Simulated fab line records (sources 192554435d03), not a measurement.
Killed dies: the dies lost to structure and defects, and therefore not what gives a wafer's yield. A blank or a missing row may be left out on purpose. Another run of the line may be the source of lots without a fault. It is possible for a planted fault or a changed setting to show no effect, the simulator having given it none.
Split-lot experiment    flow n5_finfet    route with 1938 steps; 7 lots, 21 wafers read

== ON THE SPLIT ==
At N5_SD_EPI_N_COAT_33 (time 60 s, resist thk 35 nm), the setting spin_rpm was moved away from the recipe's 1500 rpm on 8 of the 21 wafers read, by -9.7% to +10.1%. This setting was run at the recipe's value on the other wafers.

The split's own step is where the reading is taken.

== THE READING ==
SiARC_of_SD_EPI_N_COAT_33.thk_nm (the simulator's own value, which no gauge read), in nm, at N5_SD_EPI_N_COAT_33 (time 60 s, resist thk 35 nm). The file does not state a usual value for it. Across the 13 wafers here that went through the recipe, the average is 35.1 nm and the standard deviation 0.18 nm.

wafer   tool, chamber at the split  spin_rpm as run, rpm  against the recipe  SiARC_of_SD_EPI_N_COAT_33.thk_nm, nm  against lot-mates on the recipe
L074.3  litho_track-05, 0           1500                  recipe              35                                    -
L074.6  litho_track-05, 0           1500                  recipe              35                                    -
L074.4  litho_track-05, 0           1557                  +3.8%               34.4                                  -0.6
L075.3  litho_track-02, 0           1592                  +6.1%               34                                    -1.0
L075.6  litho_track-02, 0           1592                  +6.1%               34                                    -1.0
L075.4  litho_track-02, 0           1500                  recipe              35                                    -
L082.2  litho_track-01, 0           1651                  +10.1%              33.4                                  no lot-mate on the recipe
L082.3  litho_track-01, 0           1651                  +10.1%              33.4                                  no lot-mate on the recipe
L082.5  litho_track-01, 0           1651                  +10.1%              33.6                                  no lot-mate on the recipe
L083.1  litho_track-01, 0           1500                  recipe              35.4                                  -
L083.5  litho_track-01, 0           1500                  recipe              35.4                                  -
L083.6  litho_track-01, 0           1500                  recipe              35.2                                  -
L087.3  litho_track-05, 0           1500                  recipe              35                                    -
L087.4  litho_track-05, 0           1500                  recipe              35                                    -
L087.6  litho_track-05, 0           1500                  recipe              35                                    -
L091.2  litho_track-05, 0           1500                  recipe              34.8                                  -
L091.4  litho_track-05, 0           1500                  recipe              34.8                                  -
L091.6  litho_track-05, 0           1355                  -9.7%               36.8                                  +2.0
L092.4  litho_track-05, 0           1393                  -7.1%               36.4                                  +1.2
L092.5  litho_track-05, 0           1500                  recipe              35.2                                  -
L092.6  litho_track-05, 0           1500                  recipe              35.2                                  -

FIT RESULTS
A straight line over all 21 wafers: SiARC_of_SD_EPI_N_COAT_33.thk_nm changes by -0.169 nm for each +1% of spin_rpm; r = -0.98; the points scatter about the line by 0.16 nm.
The same after taking each lot's own level away (the mean of its wafers on the recipe; 18 wafers): -0.181 nm for each +1%; r = -0.99; scatter 0.086 nm.
According to that fit, moving spin_rpm by its largest amount changes the reading by 1.8 nm.
The lots' own levels span 34.80 to 35.33 nm, that is 2.9 times the standard deviation above.
Hence the lot-to-lot level has little effect on the slope; both slopes agree.
Check: for one of the wafers moved furthest among these (-9.7%), held out of the fit, the line's prediction against its lot-mates is +1.6 nm. It came out at +2 nm against them.

== OTHER SPLITS ON THESE WAFERS ==
These wafers also went through other splits before the reading. Each is held against what the fit with the lots' levels taken away leaves over:
other split on the same wafers         wafers away from the commonest value  r with SiARC_of_SD_EPI_N_COAT_33.thk_nm (lot level and that fit taken away)
N5_ZERO_LAYER_PECVD_02 time_s          10                                    +0.17
N5_ZERO_LAYER_EXPOSE_08 dose_mj        6                                     +0.01
N5_WELL_APT_EXPOSE_05 dose_mj          8                                     +0.24
N5_WELL_APT_DEVELOP_07 develop_time_s  3                                     +0.08
N5_FIN_SAQP_FIN_ETCH_36 icp_w          8                                     +0.06
N5_DUMMY_GATE_COAT_28 spin_rpm         8                                     -0.13
N5_DUMMY_GATE_DESCUM_20 time_s         6                                     +0.33

== THE FILE'S OWN FIT ==
SiARC_of_SD_EPI_N_COAT_33.thk_nm changes by -0.185 nm for each +1% of spin_rpm, r = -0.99.
